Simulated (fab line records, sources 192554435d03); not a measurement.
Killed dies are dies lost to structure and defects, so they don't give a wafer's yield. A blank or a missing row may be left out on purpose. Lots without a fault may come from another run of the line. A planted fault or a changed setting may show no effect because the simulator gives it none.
Chamber matching | flow n5_finfet | N5_FIN_CUT_STRIP_22 on rie_diel-04: 4 sister chambers
The step strips in N2/H2. 4 wafers are shown with their chamber, then 7 later ones without.

WAFERS WITH THEIR CHAMBER
wafer  | chamber | drypump_motor_current_A (A)
L080.2 | 0       | 4.8
L090.3 | 3       | 6.2
L092.1 | 1       | 5.2
L092.4 | 2       | 6.2

WAFERS WITHOUT THEIR CHAMBER
wafer  | drypump_motor_current_A (A)
L092.6 | 5.2
L095.3 | 5.2
L095.5 | 6.2
L095.6 | 5.2
L096.1 | 6.2
L096.2 | 5.1
L096.4 | 5.1

WHICH CHAMBER EACH WENT THROUGH
wafer  | from the rows above     | in truth
L092.6 | 1                       | 1
L095.3 | 1                       | 1
L095.5 | can't be placed: 2 or 3 | 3
L095.6 | 1                       | 1
L096.1 | can't be placed: 2 or 3 | 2
L096.2 | 1                       | 1
L096.4 | 1                       | 1
Placed correctly: 5 of 7. Can't be placed from these rows: 2 (the true chamber is among the candidates in 2). Placed wrongly: 0.
How it was worked out, from the rows above alone: a wafer's distance from a chamber is the root of the sum, over the readings, of the square of ((its reading less the chamber's mean) divided by the reading's scatter). The wafer belongs to the nearest chamber; if the next one is less than 2 further off, it can't be placed. A chamber's mean is the mean of its shown wafers. The scatter: with one shown wafer a chamber, the root of the mean of the squares of how far each hidden wafer lies from its nearest shown one.
